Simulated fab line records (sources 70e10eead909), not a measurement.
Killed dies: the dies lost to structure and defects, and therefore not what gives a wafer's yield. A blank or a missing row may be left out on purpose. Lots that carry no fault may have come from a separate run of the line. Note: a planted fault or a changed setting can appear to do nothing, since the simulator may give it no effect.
Tool commonality check	flow nand harc	Lots sampled 13, wafers sampled 39

## WHY THIS WAS OPENED
Flagged at NHARC_A_DECK1_JOINT_THK_MEAS_17: reading thk nm, on 2 of 13 lots. No-fault wafers: 44.8 nm, standard deviation 1.3.
Rule: flag the lot when none of its wafers has a number, or when each of its wafers that has one lies beyond 4 standard deviations from that mean. The other lots count as sound.

lot	measured	on	thk nm (nm), wafer by wafer	flag
L405	day 12 19:22	film metro-01	44.9 42.3 46.8	
L407	day 13 06:56	film metro-01	47.2 45.6 43.7	
L406	day 13 06:56	film metro-02	43.8 44.5 44.5	
L408	day 13 19:04	film metro-01	46.7 45.0 42.1	
L409	day 14 06:59	film metro-02	45.8 43.4 46.6	
L410	day 14 23:34	film metro-01	43.8 45.7 44.5	
L412	day 15 19:28	film metro-01	43.2 43.9 43.5	
L416	day 17 11:26	film metro-02	44.4 44.6 45.6	
L419	day 19 06:34	film metro-02	58.7 57.6 56.7	FLAGGED
L422	day 19 10:19	film metro-02	58.8 57.5 56.5	FLAGGED
L424	day 20 18:21	film metro-01	43.9 45.1 46.3	
L427	day 21 13:49	film metro-01	46.1 44.5 45.6	
L428	day 22 00:10	film metro-02	44.0 46.2 45.0	
The mean of the flagged lots' numbers is 57.6 nm, +12.8 nm from the usual (+10 standard deviations).

## LOT BY LOT: THE TOOL USED
Before the reading, the record contains 2 process steps out of a 1302-step route. Read each cell as the tool, then ch plus the chambers that the sampled wafers visited, then the start.
lot	flag	NHARC_A_CHANNEL_FILL_D1_ALD_15	NHARC_A_DECK1_JOINT_DEP_16
L405		ald sin batch-03 ch 0, day 12 19:05 or earlier	pecvd-01 ch 0,1, day 12 19:05
L407		ald sin batch-01 ch 0, day 13 06:44 or earlier	pecvd-02 ch 0,1,2, day 13 06:44
L406		ald sin batch-03 ch 0, day 13 06:38 or earlier	pecvd-01 ch 0,1, day 13 06:38
L408		ald sin batch-02 ch 0, day 13 18:47 or earlier	pecvd-02 ch 0,1,2, day 13 18:47
L409		ald sin batch-03 ch 0, day 14 06:44 or earlier	pecvd-02 ch 0,2, day 14 06:44
L410		ald sin batch-02 ch 0, day 14 23:19 or earlier	pecvd-01 ch 0,2, day 14 23:19
L412		ald sin batch-03 ch 0, day 15 19:13 or earlier	pecvd-01 ch 0,1, day 15 19:13
L416		ald sin batch-01 ch 0, day 17 11:11 or earlier	pecvd-02 ch 0,2, day 17 11:11
L419	FLAGGED	ald sin batch-03 ch 0, day 19 06:22 or earlier	pecvd-01 ch 0,1,2, day 19 06:22
L422	FLAGGED	ald sin batch-01 ch 0, day 19 10:02 or earlier	pecvd-01 ch 0,1,2, day 19 10:02
L424		ald sin batch-01 ch 0, day 20 18:04 or earlier	pecvd-03 ch 0,2, day 20 18:04
L427		ald sin batch-01 ch 0, day 18 10:44	pecvd-02 ch 0,2, day 21 13:30
L428		ald sin batch-02 ch 0, day 21 23:55 or earlier	pecvd-03 ch 0,1, day 21 23:55
These steps, and what they do:
- NHARC_A_CHANNEL_FILL_D1_ALD_15: deposits SiNx, target thk 2 nm, pulse time 60 s, ald cycles 19.
- NHARC_A_DECK1_JOINT_DEP_16: deposits SiO2, target thk 45 nm.
- NHARC_A_DECK1_JOINT_THK_MEAS_17: measures by ellipsometry.

## FLAGGED OVER TOTAL, TOOL BY TOOL (the gauges that took the reading come last)
step	tool	lots run	flagged	share of the flagged lots	sound lots run after its first flagged lot
NHARC_A_CHANNEL_FILL_D1_ALD_15	ald sin batch-01	5	1	some	2 (L424,L427)
NHARC_A_CHANNEL_FILL_D1_ALD_15	ald sin batch-02	3	0	none	-
NHARC_A_CHANNEL_FILL_D1_ALD_15	ald sin batch-03	5	1	some	0
NHARC_A_DECK1_JOINT_DEP_16	pecvd-01	6	2	all	0
NHARC_A_DECK1_JOINT_DEP_16	pecvd-02	5	0	none	-
NHARC_A_DECK1_JOINT_DEP_16	pecvd-03	2	0	none	-
NHARC_A_DECK1_JOINT_THK_MEAS_17	film metro-01	7	0	none	-
NHARC_A_DECK1_JOINT_THK_MEAS_17	film metro-02	6	2	all	1 (L428)
NHARC_A_CHANNEL_FILL_D1_ALD_15 gives no start for some lots, so the hours and the order of its lots are those of NHARC_A_DECK1_JOINT_DEP_16.

## WHAT THE TABLE ALLOWS
Table rows that saw every flagged lot: 2, namely pecvd-01 at NHARC_A_DECK1_JOINT_DEP_16 and film metro-02 at NHARC_A_DECK1_JOINT_THK_MEAS_17.
- pecvd-01 at NHARC_A_DECK1_JOINT_DEP_16 ran 6 lots, 2 of them flagged. Its last sound lot is L412 (day 15 19:13), its first flagged lot L419 (day 19 06:22): a fault that began between those two fits.
- film metro-02 at NHARC_A_DECK1_JOINT_THK_MEAS_17 ran 6 lots, 2 of them flagged. Sound lots ran on it after the first flagged one (L428), which a lasting fault on the whole tool wouldn't allow.
One tool is left: pecvd-01 at NHARC_A_DECK1_JOINT_DEP_16.

## WHAT HAD BEEN PUT IN BY THE SIMULATOR
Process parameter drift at NHARC_A_DECK1_JOINT_DEP_16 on pecvd-01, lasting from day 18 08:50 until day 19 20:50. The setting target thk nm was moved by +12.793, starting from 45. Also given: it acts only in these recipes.
Shown lots that were struck: L419, L422. The rule above found the same.
